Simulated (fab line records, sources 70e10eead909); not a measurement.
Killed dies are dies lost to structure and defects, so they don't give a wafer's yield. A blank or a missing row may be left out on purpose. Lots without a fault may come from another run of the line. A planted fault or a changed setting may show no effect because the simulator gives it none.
A struck lot beside a sound one | flow nand_harc | 15 steps out of a route of 1302
Sound: wafers L815.4, L815.5, L815.6. Struck: wafers L821.2, L821.3, L821.5. The cause comes at the end.
At each step with rows: each side's tool, then ch and its chambers, then its first start. Under that, the readings that differ: sound wafers | struck wafers | difference of the means | sigmas: that difference in standard deviations of wafers without a fault.
alike: readings whose means differ by less than 2 such deviations, and words and numbers that are the same on both sides. not compared: withheld readings, readings that some wafer has no value for, bounds like >300 that may hide the same value, and numbers for which the record gives no deviation and whose values overlap.
The two part at a step that has a row with sigmas, a row that says differs or no value, or rows on one side only. Numbers that don't overlap but have no deviation are shown without sigmas and don't part them. A reading that every wafer of one side lacks parts them only if that side has two wafers or more.

first, 2 steps without rows for these wafers: NHARC_A_CONTACT_STRIP_100 (strips in CF4/CHF3); NHARC_A_CONTACT_STRIP_101 (strips in O2/COS).
NHARC_A_CONTACT_ETCH_102: etches the open film in CF4/O2, target depth 100 nm, overetch 10 nm, time 55 s.
  sound on rie_diel-07 ch 0,1, day 20 20:59; struck on rie_diel-03 ch 1,3, day 24 02:02
  alike: drypump_motor_current_A, o2_flow_sccm, oes_product_au, rf_vpp_V, showerhead_plenum_p_Torr, throttle_valve_pct
  not compared: rf_hours_counter_h
NHARC_A_CONTACT_STRIP_55: strips in O2.
  sound on rie_diel-07 ch 0,3; struck on rie_diel-03 ch 1,2,3
  alike: drypump_motor_current_A, o2_flow_sccm, oes_product_au, rf_vpp_V, showerhead_plenum_p_Torr, throttle_valve_pct
  not compared: rf_hours_counter_h
then, 1 step without rows for these wafers: NHARC_A_CONTACT_STRIP_56 (strips in post etch residue remover, time 600 s).
NHARC_A_CONTACT_DEP_57: deposits aC, target thk 5300 nm.
  sound on acl_dep-03 ch 0, day 21 01:12; struck on acl_dep-02 ch 0, day 24 03:14
  alike: throttle_valve_pct
NHARC_A_CONTACT_DEP_58: deposits SiON, target thk 90 nm.
  sound on pecvd-04 ch 0,1,2, day 21 02:53; struck on pecvd-04 ch 0,2, day 24 05:58
  alike: heater_power_w
then, 5 steps without rows for these wafers: NHARC_A_CONTACT_DEHYDRATE_59 (time 120 s); NHARC_A_CONTACT_HMDS_60 (time 30 s); NHARC_A_CONTACT_COAT_61 (time 75 s); NHARC_A_CONTACT_COAT_62 (time 65 s); NHARC_A_CONTACT_COAT_63 (resist thk 90 nm).
NHARC_A_CONTACT_SOFTBAKE_64: time 55 s.
  sound on litho_track-04 ch 0, day 21 03:00; struck on litho_track-06 ch 0, day 24 06:00
  reading                  | sound                | struck               | difference | sigmas
  heater_power_total_W (W) | 188.37 188.51 188.40 | 195.82 195.79 195.69 | +7.34      | +61
then, 1 step without rows for these wafers: NHARC_A_CONTACT_EBR_65.
-- the record jumps here: 3 days lie between the struck wafers' starts before and after (it left off in module A_CONTACT and takes up again in module END, whose first step shown is number 1302 of the route) --
NHARC_END_SORT_01:
  sound on prober-01 ch 0, day 23 13:40; struck on prober-01 ch 0, day 26 21:22
  reading         | sound | struck | difference | sigmas
  killed_at_other | 1 0 0 | 3 2 2  | +2         | +3
  alike: killed_at_array, killed_at_periphery, killed_dies, killed_open, killed_short

WHERE THEY PART
First at NHARC_A_CONTACT_SOFTBAKE_64; last, within this record, at NHARC_END_SORT_01.

WHY: what the simulator had put in
Process parameter drift: litho_track-06, from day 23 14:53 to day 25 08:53, at NHARC_A_CONTACT_SOFTBAKE_64. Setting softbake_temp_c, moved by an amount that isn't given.
